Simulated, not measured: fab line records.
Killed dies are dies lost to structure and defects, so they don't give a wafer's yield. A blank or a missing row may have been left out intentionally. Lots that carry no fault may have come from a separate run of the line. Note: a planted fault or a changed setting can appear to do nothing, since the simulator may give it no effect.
Split-lot experiment / flow n5Finfet / on a route of 1938 steps: 7 lots, 39 wafers read

ON THE SPLIT
At N5_PASSIVATION_ETCH_15 (etches SiCN in CF4/N2, target depth 75 nm, time 81.2 s), the setting targetDepthA was moved away from the recipe's 750 angstrom on 18 of the 39 wafers read, by -47.0% to +53.9%. For the rest of the wafers, this setting stayed at what the recipe calls for.

Reading taken at the split's own step.

THE READING
etch.depthNm (the simulator's own value, which no gauge read), in nm, at N5_PASSIVATION_ETCH_15 (etches SiCN in CF4/N2, target depth 75 nm, time 81.2 s). The file does not state a usual value for it. Here, 21 wafers ran the recipe; their average is 64.18 nm with a standard deviation of 1.3 nm.

wafer=L078.1; tool, chamber at the split=rieDiel-01, 1; targetDepthA as run, angstrom=1040; against the recipe=+38.7%; etch.depthNm, nm=88.71; against lot-mates on the recipe=+25.11
wafer=L078.2; tool, chamber at the split=rieDiel-01, 2; targetDepthA as run, angstrom=1040; against the recipe=+38.7%; etch.depthNm, nm=86.74; against lot-mates on the recipe=+23.14
wafer=L078.3; tool, chamber at the split=rieDiel-01, 0; targetDepthA as run, angstrom=750; against the recipe=recipe; etch.depthNm, nm=63.23; against lot-mates on the recipe=-
wafer=L078.4; tool, chamber at the split=rieDiel-01, 3; targetDepthA as run, angstrom=750; against the recipe=recipe; etch.depthNm, nm=64.56; against lot-mates on the recipe=-
wafer=L078.5; tool, chamber at the split=rieDiel-01, 0; targetDepthA as run, angstrom=750; against the recipe=recipe; etch.depthNm, nm=63.01; against lot-mates on the recipe=-
wafer=L078.6; tool, chamber at the split=rieDiel-01, 3; targetDepthA as run, angstrom=1040; against the recipe=+38.7%; etch.depthNm, nm=89.54; against lot-mates on the recipe=+25.94
wafer=L081.1; tool, chamber at the split=rieDiel-05, 1; targetDepthA as run, angstrom=750; against the recipe=recipe; etch.depthNm, nm=62.28; against lot-mates on the recipe=-
wafer=L081.2; tool, chamber at the split=rieDiel-05, 0; targetDepthA as run, angstrom=750; against the recipe=recipe; etch.depthNm, nm=64.51; against lot-mates on the recipe=-
wafer=L081.3; tool, chamber at the split=rieDiel-05, 2; targetDepthA as run, angstrom=606.6; against the recipe=-19.1%; etch.depthNm, nm=50.84; against lot-mates on the recipe=-13.11
wafer=L081.4; tool, chamber at the split=rieDiel-05, 2; targetDepthA as run, angstrom=606.6; against the recipe=-19.1%; etch.depthNm, nm=51.26; against lot-mates on the recipe=-12.69
wafer=L081.5; tool, chamber at the split=rieDiel-05, 1; targetDepthA as run, angstrom=606.6; against the recipe=-19.1%; etch.depthNm, nm=50.27; against lot-mates on the recipe=-13.68
wafer=L081.6; tool, chamber at the split=rieDiel-05, 0; targetDepthA as run, angstrom=750; against the recipe=recipe; etch.depthNm, nm=65.07; against lot-mates on the recipe=-
wafer=L088.1; tool, chamber at the split=rieDiel-01, 3; targetDepthA as run, angstrom=435; against the recipe=-42.0%; etch.depthNm, nm=37.69; against lot-mates on the recipe=-27.16
wafer=L088.2; tool, chamber at the split=rieDiel-01, 1; targetDepthA as run, angstrom=750; against the recipe=recipe; etch.depthNm, nm=64.01; against lot-mates on the recipe=-
wafer=L088.3; tool, chamber at the split=rieDiel-01, 2; targetDepthA as run, angstrom=435; against the recipe=-42.0%; etch.depthNm, nm=36.46; against lot-mates on the recipe=-28.39
wafer=L088.4; tool, chamber at the split=rieDiel-01, 0; targetDepthA as run, angstrom=750; against the recipe=recipe; etch.depthNm, nm=65.18; against lot-mates on the recipe=-
wafer=L088.5; tool, chamber at the split=rieDiel-01, 3; targetDepthA as run, angstrom=750; against the recipe=recipe; etch.depthNm, nm=65.35; against lot-mates on the recipe=-
wafer=L088.6; tool, chamber at the split=rieDiel-01, 0; targetDepthA as run, angstrom=435; against the recipe=-42.0%; etch.depthNm, nm=36.98; against lot-mates on the recipe=-27.87
wafer=L089.1; tool, chamber at the split=rieDiel-01, 0; targetDepthA as run, angstrom=750; against the recipe=recipe; etch.depthNm, nm=63.99; against lot-mates on the recipe=-
wafer=L089.2; tool, chamber at the split=rieDiel-01, 2; targetDepthA as run, angstrom=750; against the recipe=recipe; etch.depthNm, nm=62.67; against lot-mates on the recipe=-
wafer=L089.3; tool, chamber at the split=rieDiel-01, 1; targetDepthA as run, angstrom=1154; against the recipe=+53.9%; etch.depthNm, nm=97.33; against lot-mates on the recipe=+34.29
wafer=L089.4; tool, chamber at the split=rieDiel-01, 2; targetDepthA as run, angstrom=750; against the recipe=recipe; etch.depthNm, nm=62.46; against lot-mates on the recipe=-
wafer=L089.5; tool, chamber at the split=rieDiel-01, 0; targetDepthA as run, angstrom=1154; against the recipe=+53.9%; etch.depthNm, nm=98.42; against lot-mates on the recipe=+35.38
wafer=L089.6; tool, chamber at the split=rieDiel-01, 1; targetDepthA as run, angstrom=1154; against the recipe=+53.9%; etch.depthNm, nm=97.35; against lot-mates on the recipe=+34.31
wafer=L092.1; tool, chamber at the split=rieDiel-05, 0; targetDepthA as run, angstrom=750; against the recipe=recipe; etch.depthNm, nm=65.19; against lot-mates on the recipe=-
wafer=L092.2; tool, chamber at the split=rieDiel-05, 2; targetDepthA as run, angstrom=397.5; against the recipe=-47.0%; etch.depthNm, nm=33.47; against lot-mates on the recipe=-31.08
wafer=L092.3; tool, chamber at the split=rieDiel-05, 3; targetDepthA as run, angstrom=397.5; against the recipe=-47.0%; etch.depthNm, nm=34.5; against lot-mates on the recipe=-30.05
wafer=L092.4; tool, chamber at the split=rieDiel-05, 1; targetDepthA as run, angstrom=750; against the recipe=recipe; etch.depthNm, nm=62.45; against lot-mates on the recipe=-
wafer=L092.5; tool, chamber at the split=rieDiel-05, 0; targetDepthA as run, angstrom=750; against the recipe=recipe; etch.depthNm, nm=66.01; against lot-mates on the recipe=-
wafer=L092.6; tool, chamber at the split=rieDiel-05, 3; targetDepthA as run, angstrom=397.5; against the recipe=-47.0%; etch.depthNm, nm=34.33; against lot-mates on the recipe=-30.22
wafer=L093.1; tool, chamber at the split=rieDiel-05, 2; targetDepthA as run, angstrom=750; against the recipe=recipe; etch.depthNm, nm=63.85; against lot-mates on the recipe=-
wafer=L093.2; tool, chamber at the split=rieDiel-05, 1; targetDepthA as run, angstrom=1104; against the recipe=+47.2%; etch.depthNm, nm=92.92; against lot-mates on the recipe=+27.96
wafer=L093.3; tool, chamber at the split=rieDiel-05, 0; targetDepthA as run, angstrom=750; against the recipe=recipe; etch.depthNm, nm=65.25; against lot-mates on the recipe=-
wafer=L093.4; tool, chamber at the split=rieDiel-05, 3; targetDepthA as run, angstrom=1104; against the recipe=+47.2%; etch.depthNm, nm=96.17; against lot-mates on the recipe=+31.21
wafer=L093.5; tool, chamber at the split=rieDiel-05, 3; targetDepthA as run, angstrom=750; against the recipe=recipe; etch.depthNm, nm=65.78; against lot-mates on the recipe=-
wafer=L093.6; tool, chamber at the split=rieDiel-05, 2; targetDepthA as run, angstrom=1104; against the recipe=+47.2%; etch.depthNm, nm=93.6; against lot-mates on the recipe=+28.64
wafer=L096.3; tool, chamber at the split=rieDiel-01, 1; targetDepthA as run, angstrom=750; against the recipe=recipe; etch.depthNm, nm=62.83; against lot-mates on the recipe=-
wafer=L096.4; tool, chamber at the split=rieDiel-01, 2; targetDepthA as run, angstrom=750; against the recipe=recipe; etch.depthNm, nm=66.83; against lot-mates on the recipe=-
wafer=L096.5; tool, chamber at the split=rieDiel-01, 1; targetDepthA as run, angstrom=750; against the recipe=recipe; etch.depthNm, nm=63.37; against lot-mates on the recipe=-

FIT RESULTS
A straight line over all 39 wafers: etch.depthNm changes by +0.636 nm for each +1% of targetDepthA; r = +1.00; the points scatter about the line by 1.2 nm.
The same after taking each lot's own level away (the mean of its wafers on the recipe; 39 wafers): +0.644 nm for each +1%; r = +1.00; scatter 1.1 nm.
The reading moves by 35 nm for the largest change in targetDepthA, on that fit.
The span of the lots' own levels, 63.040 to 64.960 nm, comes to 1.5 times the standard deviation stated above.
The two slopes agree, so the slope changes little with the lot-to-lot level.
Check: for one of the wafers moved furthest among these (+53.9%), held out of the fit, the line's prediction against its lot-mates is +34.5 nm. Against them it came out at +34.3 nm.

THE WHOLE CHAIN: every reading that the file lists as answering this split, in the file's order
step=N5_PASSIVATION_ETCH_15; what it does=etches SiCN in CF4/N2, target depth 75 nm, time 81.2 s; reading=etch.depthNm (the simulator's own value, which no gauge read); change (the file's fit)=+0.644 nm for each +1% of the setting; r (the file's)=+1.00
step=N5_PASSIVATION_PROBE_49; what it does=; reading=killedAtOther; change (the file's fit)=not straight: 1048.3 at the lowest setting, 3.9 at the recipe, 6.7 at the highest; r (the file's)=not given

THE FILE'S OWN FIT
etch.depthNm changes by +0.644 nm for each +1% of targetDepthA, r = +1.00.
